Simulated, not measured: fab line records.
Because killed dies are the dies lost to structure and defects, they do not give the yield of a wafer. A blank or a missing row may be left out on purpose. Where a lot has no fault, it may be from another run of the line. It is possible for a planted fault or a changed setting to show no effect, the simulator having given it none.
fab line records / flow nand-harc
[record] lots = 6 wafers = 18 last-day = 24
route steps=1159 shown THIN_TSV@1107
lots that met no fault: from a run of the same line without faults
start-h: the number of hours between the record's first day and the start of the first shown wafer of the lot / wait-h: how many hours have passed since the lot's step before this one / " repeats the value in the row above / L1.1+2: one row covering several wafers at once / - no value present, or no start provided / * or withheld: withheld / < > ~ a bound
route shown NAME@n: names a module that has steps shown in the file, with the first one's number in the route / usual: mean/standard deviation taken from wafers without a fault / same: alike in all rows / chamber/n: place in a boat / sites: the reading at each site / _std_site: standard deviation of those values / _edge_site: outer sites' mean less inner sites' / radius-mm: for every site, how far away it sits from the centre of the wafer / mask NAME#n: copy n / behind: tool/chamber where the wafer was last shaped / hold: what put the lot on hold/how long, in hours/how the hold closed / device: names the non-switching transistor (n, p or np) / end of line: the route-end tests of the same wafers / step lacking rows: just its recipe / killed: count of dies lost to structure and defects at first sort (not the wafer's yield) / map: shows each die of a wafer: x if killed, . if not, _ if none is there
set.NAME: the setting as run; set.NAME@STEP: as run at that earlier step / model.NAME: the simulator's own value behind a step, which no gauge read
a table for each step, a row for each wafer; lots at some steps of the route
services: a tool's chamber out of use, with start hour (start-h, from the record's first day; less than 0 if before it), hours out, and reason
[[steps]]
[step NHARC_THIN_TSV_DEP_43]
[recipe] target-thk-a = 13285 temp-c = withheld pressure-torr = 6.5 rf-w = 900 teos-flow-sccm = 161.4 flow-sccm = 2650 target-thk-nm = 1328.5 gas = O2 material = SiO2
[usual] throttle-valve-pct = 15.5/1.1
lot.wafer=L563.1 tool=pecvd-02 chamber=0 start-h=431.52 wait-h=- throttle-valve-pct=16.9
lot.wafer=L563.3 tool=pecvd-02 chamber=1 start-h=431.52 wait-h=- throttle-valve-pct=16.9
lot.wafer=L563.4 tool=pecvd-02 chamber=2 start-h=431.52 wait-h=- throttle-valve-pct=15.9
lot.wafer=L568.1 tool=pecvd-02 chamber=1 start-h=477.39 wait-h=- throttle-valve-pct=16.6
lot.wafer=L568.6 tool=pecvd-02 chamber=0 start-h=477.39 wait-h=- throttle-valve-pct=17.1
lot.wafer=L568.5 tool=pecvd-02 chamber=1 start-h=477.39 wait-h=- throttle-valve-pct=16.4
lot.wafer=L573.2 tool=pecvd-03 chamber=2 start-h=514.58 wait-h=- throttle-valve-pct=13.5
lot.wafer=L573.5 tool=pecvd-03 chamber=1 start-h=514.58 wait-h=- throttle-valve-pct=14.5
lot.wafer=L573.6 tool=pecvd-03 chamber=0 start-h=514.58 wait-h=- throttle-valve-pct=15.4
lot.wafer=L578.2 tool=pecvd-04 chamber=0 start-h=515.73 wait-h=- throttle-valve-pct=15.0
lot.wafer=L578.4 tool=pecvd-04 chamber=0 start-h=515.73 wait-h=- throttle-valve-pct=15.0
lot.wafer=L578.5 tool=pecvd-04 chamber=2 start-h=515.73 wait-h=- throttle-valve-pct=15.6
lot.wafer=L579.2 tool=pecvd-03 chamber=1 start-h=534.50 wait-h=- throttle-valve-pct=14.4
lot.wafer=L579.4 tool=pecvd-03 chamber=2 start-h=534.50 wait-h=- throttle-valve-pct=13.8
lot.wafer=L579.5 tool=pecvd-03 chamber=0 start-h=534.50 wait-h=- throttle-valve-pct=15.4
lot.wafer=L584.1 tool=pecvd-03 chamber=2 start-h=559.42 wait-h=- throttle-valve-pct=13.8
lot.wafer=L584.4 tool=pecvd-03 chamber=2 start-h=559.42 wait-h=- throttle-valve-pct=13.9
lot.wafer=L584.5 tool=pecvd-03 chamber=0 start-h=559.42 wait-h=- throttle-valve-pct=15.4
[step NHARC_THIN_TSV_DEHYDRATE_04]
[recipe] temp-c = 150 time-s = 120
[step NHARC_THIN_TSV_HMDS_05]
[recipe] time-s = 30
[step NHARC_THIN_TSV_COAT_06]
[recipe] spin-rpm = *
[step NHARC_THIN_TSV_SOFTBAKE_07]
[recipe] temp-c = 122 time-s = 95
[step NHARC_THIN_TSV_EBR_08]
[step NHARC_THIN_TSV_EXPOSE_09]
[recipe] na = 0.55 dose-mj = 30.7 mask-id = TSV
[step NHARC_THIN_TSV_PEB_10]
[recipe] peb-temp-c = 118 peb-time-s = 85
[step NHARC_THIN_TSV_DEVELOP_11]
[recipe] time-s = 70
[step NHARC_THIN_TSV_CD_MEAS_12]
[recipe] target-cd-nm = 1000 landing-energy-ev = 500
[usual] cd-nm = 1000.8/2.1
lot.wafer=L563.1 tool=cd-sem-03 chamber=0 start-h=432.40 wait-h=- cd-nm=1002.7
lot.wafer=L563.3 tool=cd-sem-03 chamber=0 start-h=432.40 wait-h=- cd-nm=1002.7
lot.wafer=L563.4 tool=cd-sem-03 chamber=0 start-h=432.40 wait-h=- cd-nm=996.1
lot.wafer=L568.1 tool=cd-sem-03 chamber=0 start-h=478.05 wait-h=- cd-nm=1001.2
lot.wafer=L568.5 tool=cd-sem-03 chamber=0 start-h=478.05 wait-h=- cd-nm=1001.4
lot.wafer=L568.6 tool=cd-sem-03 chamber=0 start-h=478.05 wait-h=- cd-nm=999.1
lot.wafer=L573.2 tool=cd-sem-01 chamber=0 start-h=515.24 wait-h=- cd-nm=1000.7
lot.wafer=L573.5 tool=cd-sem-01 chamber=0 start-h=515.24 wait-h=- cd-nm=1000.8
lot.wafer=L573.6 tool=cd-sem-01 chamber=0 start-h=515.24 wait-h=- cd-nm=1001.1
lot.wafer=L578.2 tool=cd-sem-01 chamber=0 start-h=516.58 wait-h=- cd-nm=1002.4
lot.wafer=L578.4 tool=cd-sem-01 chamber=0 start-h=516.58 wait-h=- cd-nm=1000.0
lot.wafer=L578.5 tool=cd-sem-01 chamber=0 start-h=516.58 wait-h=- cd-nm=1001.1
lot.wafer=L579.2 tool=cd-sem-03 chamber=0 start-h=535.33 wait-h=- cd-nm=1000.9
lot.wafer=L579.4 tool=cd-sem-03 chamber=0 start-h=535.33 wait-h=- cd-nm=1001.5
lot.wafer=L579.5 tool=cd-sem-03 chamber=0 start-h=535.33 wait-h=- cd-nm=1002.6
lot.wafer=L584.1 tool=cd-sem-03 chamber=0 start-h=560.20 wait-h=- cd-nm=1002.9
lot.wafer=L584.4 tool=cd-sem-03 chamber=0 start-h=560.20 wait-h=- cd-nm=1003.6
lot.wafer=L584.5 tool=cd-sem-03 chamber=0 start-h=560.20 wait-h=- cd-nm=998.9
[step NHARC_THIN_TSV_HARDBAKE_13]
[recipe] temp-c = 125 time-s = 80
[step NHARC_THIN_TSV_DESCUM_14]
[recipe] time-s = 3 o2-flow-sccm = 200 ar-flow-sccm = 0 bias-power-w = 0 chemistry = O2
[usual] drypump-motor-current-A = 5.8/0.5 oes-product-au = 0.999/0.014 rf-vpp-V = 57.8/0.84 showerhead-plenum-p-Torr = 1.90/0.087 throttle-valve-pct = 11.312/0.008
lot.wafer=L563.4 tool=rie-diel-06 chamber=0 start-h=432.56 wait-h=- drypump-motor-current-A=6.3 oes-product-au=0.992 rf-hours-counter-h=0 rf-vpp-V=57.6 showerhead-plenum-p-Torr=2.02 throttle-valve-pct=11.301
lot.wafer=L563.1 tool=rie-diel-06 chamber=1 start-h=432.56 wait-h=- drypump-motor-current-A=6.5 oes-product-au=0.999 rf-hours-counter-h=0 rf-vpp-V=57.7 showerhead-plenum-p-Torr=1.87 throttle-valve-pct=11.304
lot.wafer=L563.3 tool=rie-diel-06 chamber=2 start-h=432.56 wait-h=- drypump-motor-current-A=5.6 oes-product-au=0.980 rf-hours-counter-h=0 rf-vpp-V=57.3 showerhead-plenum-p-Torr=1.85 throttle-valve-pct=11.315
lot.wafer=L568.1 tool=rie-diel-08 chamber=2 start-h=478.23 wait-h=- drypump-motor-current-A=6.1 oes-product-au=1.006 rf-hours-counter-h=18 rf-vpp-V=57.8 showerhead-plenum-p-Torr=1.79 throttle-valve-pct=11.296
lot.wafer=L568.6 tool=rie-diel-08 chamber=0 start-h=478.23 wait-h=- drypump-motor-current-A=6.0 oes-product-au=0.990 rf-hours-counter-h=- rf-vpp-V=57.7 showerhead-plenum-p-Torr=1.91 throttle-valve-pct=11.313
lot.wafer=L568.5 tool=rie-diel-08 chamber=1 start-h=478.23 wait-h=- drypump-motor-current-A=5.4 oes-product-au=0.985 rf-hours-counter-h=- rf-vpp-V=57.2 showerhead-plenum-p-Torr=1.90 throttle-valve-pct=11.326
lot.wafer=L573.2 tool=rie-diel-06 chamber=2 start-h=515.40 wait-h=- drypump-motor-current-A=5.7 oes-product-au=0.987 rf-hours-counter-h=6 rf-vpp-V=58.3 showerhead-plenum-p-Torr=1.84 throttle-valve-pct=11.315
lot.wafer=L573.5 tool=rie-diel-06 chamber=1 start-h=515.40 wait-h=- drypump-motor-current-A=6.5 oes-product-au=0.997 rf-hours-counter-h=- rf-vpp-V=57.6 showerhead-plenum-p-Torr=1.87 throttle-valve-pct=11.312
lot.wafer=L573.6 tool=rie-diel-06 chamber=2 start-h=515.40 wait-h=- drypump-motor-current-A=5.7 oes-product-au=0.976 rf-hours-counter-h=- rf-vpp-V=57.3 showerhead-plenum-p-Torr=1.84 throttle-valve-pct=11.309
lot.wafer=L578.2 tool=rie-diel-08 chamber=3 start-h=516.74 wait-h=- drypump-motor-current-A=5.6 oes-product-au=0.987 rf-hours-counter-h=4 rf-vpp-V=57.7 showerhead-plenum-p-Torr=1.87 throttle-valve-pct=11.304
lot.wafer=L578.4 tool=rie-diel-08 chamber=0 start-h=516.74 wait-h=- drypump-motor-current-A=6.0 oes-product-au=0.992 rf-hours-counter-h=4 rf-vpp-V=58.0 showerhead-plenum-p-Torr=1.91 throttle-valve-pct=11.314
lot.wafer=L578.5 tool=rie-diel-08 chamber=2 start-h=516.74 wait-h=- drypump-motor-current-A=6.0 oes-product-au=0.989 rf-hours-counter-h=- rf-vpp-V=59.1 showerhead-plenum-p-Torr=1.79 throttle-valve-pct=11.314
lot.wafer=L579.4 tool=rie-diel-08 chamber=0 start-h=535.49 wait-h=- drypump-motor-current-A=6.0 oes-product-au=0.992 rf-hours-counter-h=6 rf-vpp-V=58.5 showerhead-plenum-p-Torr=1.91 throttle-valve-pct=11.315
lot.wafer=L579.2 tool=rie-diel-08 chamber=1 start-h=535.49 wait-h=- drypump-motor-current-A=5.4 oes-product-au=0.987 rf-hours-counter-h=6 rf-vpp-V=57.3 showerhead-plenum-p-Torr=1.90 throttle-valve-pct=11.321
lot.wafer=L579.5 tool=rie-diel-08 chamber=1 start-h=535.49 wait-h=- drypump-motor-current-A=5.4 oes-product-au=0.982 rf-hours-counter-h=- rf-vpp-V=58.4 showerhead-plenum-p-Torr=1.90 throttle-valve-pct=11.306
lot.wafer=L584.1 tool=rie-diel-01 chamber=2 start-h=560.36 wait-h=- drypump-motor-current-A=5.6 oes-product-au=1.024 rf-hours-counter-h=3 rf-vpp-V=59.2 showerhead-plenum-p-Torr=1.78 throttle-valve-pct=11.300
lot.wafer=L584.4 tool=rie-diel-01 chamber=3 start-h=560.36 wait-h=- drypump-motor-current-A=6.2 oes-product-au=1.004 rf-hours-counter-h=4 rf-vpp-V=59.0 showerhead-plenum-p-Torr=2.02 throttle-valve-pct=11.314
lot.wafer=L584.5 tool=rie-diel-01 chamber=3 start-h=560.36 wait-h=- drypump-motor-current-A=6.3 oes-product-au=1.006 rf-hours-counter-h=- rf-vpp-V=57.4 showerhead-plenum-p-Torr=2.02 throttle-valve-pct=11.298
[step NHARC_THIN_TSV_ETCH_44]
[recipe] target-depth-a = 15942 time-s = 797.1 cf4-flow-sccm = 150 o2-flow-sccm = 10 ar-flow-sccm = 0 rf-w = 300 bias-w = 800 chemistry = CF4/O2
[usual] drypump-motor-current-A = 5.8/0.49 oes-product-au = 0.998/0.014 rf-fwd-power-W = 300.0/0.91 rf-vpp-V = 794/5 showerhead-plenum-p-Torr = 1.82/0.079 throttle-valve-pct = 16.915/0.01
lot.wafer=L563.4 tool=rie-diel-06 chamber=2 start-h=432.68 wait-h=0.1 drypump-motor-current-A=5.7 oes-product-au=0.985 rf-fwd-power-W=300.1 rf-hours-counter-h=0 rf-vpp-V=789 showerhead-plenum-p-Torr=1.77 throttle-valve-pct=16.914
lot.wafer=L563.3 tool=rie-diel-06 chamber=0 start-h=432.68 wait-h=0.1 drypump-motor-current-A=6.3 oes-product-au=0.980 rf-fwd-power-W=299.2 rf-hours-counter-h=1 rf-vpp-V=800 showerhead-plenum-p-Torr=1.93 throttle-valve-pct=16.922
lot.wafer=L563.1 tool=rie-diel-06 chamber=1 start-h=432.68 wait-h=0.1 drypump-motor-current-A=6.5 oes-product-au=1.001 rf-fwd-power-W=298.9 rf-hours-counter-h=0 rf-vpp-V=792 showerhead-plenum-p-Torr=1.79 throttle-valve-pct=16.910
lot.wafer=L568.1 tool=rie-diel-08 chamber=1 start-h=478.30 wait-h=0.1 drypump-motor-current-A=5.4 oes-product-au=0.983 rf-fwd-power-W=301.2 rf-hours-counter-h=19 rf-vpp-V=794 showerhead-plenum-p-Torr=1.82 throttle-valve-pct=16.899
lot.wafer=L568.6 tool=rie-diel-08 chamber=1 start-h=478.30 wait-h=0.1 drypump-motor-current-A=5.4 oes-product-au=0.980 rf-fwd-power-W=299.9 rf-hours-counter-h=- rf-vpp-V=793 showerhead-plenum-p-Torr=1.82 throttle-valve-pct=16.909
lot.wafer=L568.5 tool=rie-diel-08 chamber=2 start-h=478.30 wait-h=0.1 drypump-motor-current-A=6.0 oes-product-au=0.994 rf-fwd-power-W=298.5 rf-hours-counter-h=- rf-vpp-V=788 showerhead-plenum-p-Torr=1.73 throttle-valve-pct=16.925
lot.wafer=L573.2 tool=rie-diel-06 chamber=0 start-h=515.65 wait-h=0.2 drypump-motor-current-A=6.2 oes-product-au=0.979 rf-fwd-power-W=300.7 rf-hours-counter-h=7 rf-vpp-V=800 showerhead-plenum-p-Torr=1.93 throttle-valve-pct=16.914
lot.wafer=L573.6 tool=rie-diel-06 chamber=1 start-h=515.65 wait-h=0.2 drypump-motor-current-A=6.5 oes-product-au=1.005 rf-fwd-power-W=300.9 rf-hours-counter-h=- rf-vpp-V=792 showerhead-plenum-p-Torr=1.79 throttle-valve-pct=16.901
lot.wafer=L573.5 tool=rie-diel-06 chamber=2 start-h=515.65 wait-h=0.2 drypump-motor-current-A=5.7 oes-product-au=0.982 rf-fwd-power-W=298.7 rf-hours-counter-h=- rf-vpp-V=791 showerhead-plenum-p-Torr=1.77 throttle-valve-pct=16.923
lot.wafer=L578.4 tool=rie-diel-08 chamber=0 start-h=516.88 wait-h=0.1 drypump-motor-current-A=6.0 oes-product-au=0.740 rf-fwd-power-W=178.8 rf-hours-counter-h=4 rf-vpp-V=794 showerhead-plenum-p-Torr=1.83 throttle-valve-pct=16.915
lot.wafer=L578.2 tool=rie-diel-08 chamber=1 start-h=516.88 wait-h=0.1 drypump-motor-current-A=5.4 oes-product-au=0.984 rf-fwd-power-W=298.8 rf-hours-counter-h=4 rf-vpp-V=794 showerhead-plenum-p-Torr=1.82 throttle-valve-pct=16.916
lot.wafer=L578.5 tool=rie-diel-08 chamber=3 start-h=516.88 wait-h=0.1 drypump-motor-current-A=5.6 oes-product-au=0.997 rf-fwd-power-W=301.1 rf-hours-counter-h=- rf-vpp-V=793 showerhead-plenum-p-Torr=1.79 throttle-valve-pct=16.919
lot.wafer=L579.4 tool=rie-diel-08 chamber=2 start-h=535.58 wait-h=0.1 drypump-motor-current-A=6.0 oes-product-au=0.979 rf-fwd-power-W=299.7 rf-hours-counter-h=6 rf-vpp-V=787 showerhead-plenum-p-Torr=1.72 throttle-valve-pct=16.908
lot.wafer=L579.2 tool=rie-diel-08 chamber=0 start-h=535.58 wait-h=0.1 drypump-motor-current-A=6.0 oes-product-au=0.746 rf-fwd-power-W=180.0 rf-hours-counter-h=6 rf-vpp-V=794 showerhead-plenum-p-Torr=1.83 throttle-valve-pct=16.918
lot.wafer=L579.5 tool=rie-diel-08 chamber=3 start-h=535.58 wait-h=0.1 drypump-motor-current-A=5.6 oes-product-au=0.994 rf-fwd-power-W=298.6 rf-hours-counter-h=- rf-vpp-V=792 showerhead-plenum-p-Torr=1.79 throttle-valve-pct=16.914
lot.wafer=L584.4 tool=rie-diel-01 chamber=1 start-h=560.50 wait-h=0.1 drypump-motor-current-A=4.8 oes-product-au=1.012 rf-fwd-power-W=299.9 rf-hours-counter-h=3 rf-vpp-V=801 showerhead-plenum-p-Torr=1.91 throttle-valve-pct=16.921
lot.wafer=L584.1 tool=rie-diel-01 chamber=2 start-h=560.50 wait-h=0.1 drypump-motor-current-A=5.6 oes-product-au=1.026 rf-fwd-power-W=300.0 rf-hours-counter-h=4 rf-vpp-V=786 showerhead-plenum-p-Torr=1.71 throttle-valve-pct=16.888
lot.wafer=L584.5 tool=rie-diel-01 chamber=0 start-h=560.50 wait-h=0.1 drypump-motor-current-A=6.2 oes-product-au=1.010 rf-fwd-power-W=300.0 rf-hours-counter-h=- rf-vpp-V=791 showerhead-plenum-p-Torr=1.76 throttle-valve-pct=16.907
[step NHARC_THIN_TSV_ETCH_15]
[recipe] target-depth-a = 30000 bosch-target-overetch-cycles = 2 bosch-etch-step-s = 2.8 bosch-dep-step-s = 1.2 bosch-cycles = 14
[usual] drypump-motor-current-A = 5.6/0.38 he-backside-leak-sccm = 2.73/0.19
[same] bosch-cycles = 14
lot.wafer=L563.4 tool=rie-si-05 chamber=2 start-h=433.25 wait-h=- drypump-motor-current-A=5.8 he-backside-leak-sccm=2.73 rf-hours-counter-h=0.0
lot.wafer=L563.1 tool=rie-si-05 chamber=3 start-h=433.25 wait-h=- drypump-motor-current-A=6.2 he-backside-leak-sccm=2.94 rf-hours-counter-h=0.1
lot.wafer=L563.3 tool=rie-si-05 chamber=0 start-h=433.25 wait-h=- drypump-motor-current-A=5.7 he-backside-leak-sccm=2.88 rf-hours-counter-h=0.1
lot.wafer=L568.1 tool=rie-si-03 chamber=3 start-h=478.90 wait-h=- drypump-motor-current-A=6.0 he-backside-leak-sccm=2.66 rf-hours-counter-h=1.4
lot.wafer=L568.5 tool=rie-si-03 chamber=1 start-h=478.90 wait-h=- drypump-motor-current-A=6.0 he-backside-leak-sccm=2.72 rf-hours-counter-h=-
lot.wafer=L568.6 tool=rie-si-03 chamber=2 start-h=478.90 wait-h=- drypump-motor-current-A=5.1 he-backside-leak-sccm=3.10 rf-hours-counter-h=-
lot.wafer=L573.2 tool=rie-si-05 chamber=1 start-h=516.07 wait-h=- drypump-motor-current-A=5.0 he-backside-leak-sccm=2.34 rf-hours-counter-h=0.8
lot.wafer=L573.5 tool=rie-si-05 chamber=3 start-h=516.07 wait-h=- drypump-motor-current-A=6.2 he-backside-leak-sccm=3.04 rf-hours-counter-h=-
lot.wafer=L573.6 tool=rie-si-05 chamber=0 start-h=516.07 wait-h=- drypump-motor-current-A=5.7 he-backside-leak-sccm=2.94 rf-hours-counter-h=-
lot.wafer=L578.4 tool=rie-si-02 chamber=0 start-h=517.39 wait-h=- drypump-motor-current-A=5.2 he-backside-leak-sccm=2.83 rf-hours-counter-h=1.2
lot.wafer=L578.2 tool=rie-si-02 chamber=3 start-h=517.39 wait-h=- drypump-motor-current-A=5.6 he-backside-leak-sccm=2.76 rf-hours-counter-h=0.8
lot.wafer=L578.5 tool=rie-si-02 chamber=0 start-h=517.39 wait-h=- drypump-motor-current-A=5.2 he-backside-leak-sccm=2.66 rf-hours-counter-h=-
lot.wafer=L579.2 tool=rie-si-03 chamber=3 start-h=536.19 wait-h=- drypump-motor-current-A=6.0 he-backside-leak-sccm=2.56 rf-hours-counter-h=0.2
lot.wafer=L579.5 tool=rie-si-03 chamber=0 start-h=536.19 wait-h=- drypump-motor-current-A=5.8 he-backside-leak-sccm=2.57 rf-hours-counter-h=-
lot.wafer=L579.4 tool=rie-si-03 chamber=3 start-h=536.19 wait-h=- drypump-motor-current-A=6.0 he-backside-leak-sccm=2.60 rf-hours-counter-h=-
lot.wafer=L584.1 tool=rie-si-03 chamber=2 start-h=561.02 wait-h=- drypump-motor-current-A=5.2 he-backside-leak-sccm=2.61 rf-hours-counter-h=0.3
lot.wafer=L584.4 tool=rie-si-03 chamber=1 start-h=561.02 wait-h=- drypump-motor-current-A=6.1 he-backside-leak-sccm=2.71 rf-hours-counter-h=0.2
lot.wafer=L584.5 tool=rie-si-03 chamber=2 start-h=561.02 wait-h=- drypump-motor-current-A=5.2 he-backside-leak-sccm=2.84 rf-hours-counter-h=-
[step NHARC_THIN_TSV_CD_MEAS_16]
[usual] cd-nm = 1000.7/2.2
lot.wafer=L563.1 tool=cd-sem-02 chamber=- start-h=433.40 wait-h=0.1 cd-nm=1001.2
lot.wafer=L563.3 tool=cd-sem-02 chamber=- start-h=433.40 wait-h=0.1 cd-nm=1002.4
lot.wafer=L563.4 tool=cd-sem-02 chamber=- start-h=433.40 wait-h=0.1 cd-nm=996.5
lot.wafer=L568.1 tool=cd-sem-03 chamber=- start-h=479.02 wait-h=0.1 cd-nm=998.9
lot.wafer=L568.5 tool=cd-sem-03 chamber=- start-h=479.02 wait-h=0.1 cd-nm=1001.3
lot.wafer=L568.6 tool=cd-sem-03 chamber=- start-h=479.02 wait-h=0.1 cd-nm=998.5
lot.wafer=L573.2 tool=cd-sem-01 chamber=- start-h=516.19 wait-h=0.1 cd-nm=1000.7
lot.wafer=L573.5 tool=cd-sem-01 chamber=- start-h=516.19 wait-h=0.1 cd-nm=1000.8
lot.wafer=L573.6 tool=cd-sem-01 chamber=- start-h=516.19 wait-h=0.1 cd-nm=1000.5
lot.wafer=L578.2 tool=cd-sem-01 chamber=- start-h=517.54 wait-h=0.1 cd-nm=1002.0
lot.wafer=L578.4 tool=cd-sem-01 chamber=- start-h=517.54 wait-h=0.1 cd-nm=1006.6
lot.wafer=L578.5 tool=cd-sem-01 chamber=- start-h=517.54 wait-h=0.1 cd-nm=1000.0
lot.wafer=L579.2 tool=cd-sem-02 chamber=- start-h=536.33 wait-h=0.1 cd-nm=1007.2
lot.wafer=L579.4 tool=cd-sem-02 chamber=- start-h=536.33 wait-h=0.1 cd-nm=1001.8
lot.wafer=L579.5 tool=cd-sem-02 chamber=- start-h=536.33 wait-h=0.1 cd-nm=1003.7
lot.wafer=L584.1 tool=cd-sem-01 chamber=- start-h=561.16 wait-h=0.1 cd-nm=1004.4
lot.wafer=L584.4 tool=cd-sem-01 chamber=- start-h=561.16 wait-h=0.1 cd-nm=1002.4
lot.wafer=L584.5 tool=cd-sem-01 chamber=- start-h=561.16 wait-h=0.1 cd-nm=997.4
[step NHARC_THIN_TSV_STRIP_45]
[recipe] power-w = 1500 temp-c = 250 chemistry = O2
[usual] drypump-motor-current-A = 5.7/0.56 heater-power-w = 353/23
lot.wafer=L563.1 tool=plasma-asher-01 chamber=1 start-h=433.56 wait-h=0.2 drypump-motor-current-A=6.2 heater-power-w=374 rf-hours-counter-h=46
lot.wafer=L563.3 tool=plasma-asher-01 chamber=1 start-h=433.56 wait-h=0.2 drypump-motor-current-A=6.2 heater-power-w=363 rf-hours-counter-h=-
lot.wafer=L563.4 tool=plasma-asher-01 chamber=0 start-h=433.56 wait-h=0.2 drypump-motor-current-A=5.2 heater-power-w=319 rf-hours-counter-h=-
lot.wafer=L568.1 tool=plasma-asher-01 chamber=1 start-h=480.09 wait-h=1.1 drypump-motor-current-A=6.2 heater-power-w=365 rf-hours-counter-h=13
lot.wafer=L568.5 tool=plasma-asher-01 chamber=0 start-h=480.09 wait-h=1.1 drypump-motor-current-A=5.2 heater-power-w=318 rf-hours-counter-h=-
lot.wafer=L568.6 tool=plasma-asher-01 chamber=1 start-h=480.09 wait-h=1.1 drypump-motor-current-A=6.2 heater-power-w=369 rf-hours-counter-h=-
lot.wafer=L573.2 tool=plasma-asher-01 chamber=0 start-h=516.26 wait-h=0.1 drypump-motor-current-A=5.2 heater-power-w=322 rf-hours-counter-h=30
lot.wafer=L573.5 tool=plasma-asher-01 chamber=0 start-h=516.26 wait-h=0.1 drypump-motor-current-A=5.2 heater-power-w=315 rf-hours-counter-h=-
lot.wafer=L573.6 tool=plasma-asher-01 chamber=1 start-h=516.26 wait-h=0.1 drypump-motor-current-A=6.2 heater-power-w=368 rf-hours-counter-h=-
lot.wafer=L578.2 tool=plasma-asher-02 chamber=1 start-h=517.79 wait-h=0.2 drypump-motor-current-A=5.2 heater-power-w=369 rf-hours-counter-h=35
lot.wafer=L578.4 tool=plasma-asher-02 chamber=1 start-h=517.79 wait-h=0.2 drypump-motor-current-A=5.2 heater-power-w=380 rf-hours-counter-h=-
lot.wafer=L578.5 tool=plasma-asher-02 chamber=1 start-h=517.79 wait-h=0.2 drypump-motor-current-A=5.1 heater-power-w=369 rf-hours-counter-h=-
lot.wafer=L579.2 tool=plasma-asher-02 chamber=1 start-h=536.40 wait-h=0.1 drypump-motor-current-A=5.1 heater-power-w=371 rf-hours-counter-h=43
lot.wafer=L579.4 tool=plasma-asher-02 chamber=0 start-h=536.40 wait-h=0.1 drypump-motor-current-A=6.4 heater-power-w=365 rf-hours-counter-h=-
lot.wafer=L579.5 tool=plasma-asher-02 chamber=0 start-h=536.40 wait-h=0.1 drypump-motor-current-A=6.4 heater-power-w=371 rf-hours-counter-h=-
lot.wafer=L584.1 tool=plasma-asher-01 chamber=1 start-h=561.34 wait-h=0.2 drypump-motor-current-A=6.2 heater-power-w=367 rf-hours-counter-h=49
lot.wafer=L584.4 tool=plasma-asher-01 chamber=0 start-h=561.34 wait-h=0.2 drypump-motor-current-A=5.2 heater-power-w=323 rf-hours-counter-h=-
lot.wafer=L584.5 tool=plasma-asher-01 chamber=1 start-h=561.34 wait-h=0.2 drypump-motor-current-A=6.2 heater-power-w=373 rf-hours-counter-h=-
[[services]]
tool=rie-si-05 chamber=0 start-h=410.19 hours=2.4 kind=repair
tool=rie-si-05 chamber=- start-h=416.00 hours=9.0 kind=pm
tool=rie-diel-08 chamber=2 start-h=417.84 hours=3.3 kind=repair
tool=rie-diel-06 chamber=- start-h=418.22 hours=9.0 kind=pm
tool=rie-diel-08 chamber=3 start-h=420.08 hours=9.9 kind=repair
tool=plasma-asher-01 chamber=- start-h=453.00 hours=9.0 kind=pm
tool=rie-diel-06 chamber=3 start-h=454.67 hours=5.0 kind=repair
tool=plasma-asher-02 chamber=- start-h=456.37 hours=48.4 kind=repair
tool=pecvd-04 chamber=2 start-h=460.88 hours=4.9 kind=repair
tool=pecvd-03 chamber=- start-h=473.13 hours=13.0 kind=pm
tool=rie-diel-08 chamber=- start-h=478.80 hours=9.0 kind=pm
tool=rie-si-05 chamber=1 start-h=482.05 hours=2.8 kind=repair
tool=pecvd-03 chamber=- start-h=490.75 hours=6.1 kind=repair
tool=rie-diel-01 chamber=- start-h=491.80 hours=9.0 kind=pm
tool=rie-si-02 chamber=3 start-h=501.03 hours=13.9 kind=repair
tool=rie-diel-01 chamber=- start-h=502.91 hours=0.4 kind=repair
tool=rie-si-03 chamber=- start-h=509.00 hours=9.0 kind=pm
tool=pecvd-02 chamber=- start-h=515.09 hours=13.0 kind=pm
tool=rie-si-03 chamber=1 start-h=523.36 hours=16.3 kind=repair
tool=rie-diel-08 chamber=- start-h=530.97 hours=2.5 kind=repair
tool=plasma-asher-02 chamber=- start-h=537.18 hours=9.0 kind=pm
tool=rie-diel-06 chamber=2 start-h=547.37 hours=1.4 kind=repair
tool=rie-diel-06 chamber=3 start-h=550.61 hours=15.8 kind=repair
tool=pecvd-04 chamber=- start-h=558.46 hours=13.0 kind=pm
[[key]]
[first-sign] step = NHARC_THIN_TSV_ETCH_44 reading = rf-fwd-power-W direction = down sigmas = 99+ usual = * struck = *
[effect] step = NHARC_THIN_TSV_ETCH_44 reading = oes-product-au direction = down sigmas = 19 usual = 0.998 struck = 0.743
[effect] step = NHARC_THIN_TSV_CD_MEAS_16 reading = cd-nm direction = up sigmas = 2.8 usual = 1000.7 struck = 1006.9
met-at NHARC_THIN_TSV_ETCH_44
struck-wafers L578.4,L579.2
later-rows-left-out L578.4,L579.2
sort-left-out L578.4,L579.2
[fault] kind = process-parameter-drift tool = rie-diel-08 chamber = 0 onset-h = 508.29 steps = NHARC_THIN_TSV_ETCH_44 channel = rf-w offset = * shape = step end-h = 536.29 acts-in = * stated = *
// sort-left-out: the simulated sort isn't trusted on such a fault, so these wafers' sort isn't shown, and their yield isn't known
// later-rows-left-out: the simulator's readings of these wafers behind a module that went badly wrong aren't trusted and aren't shown, but for the sort
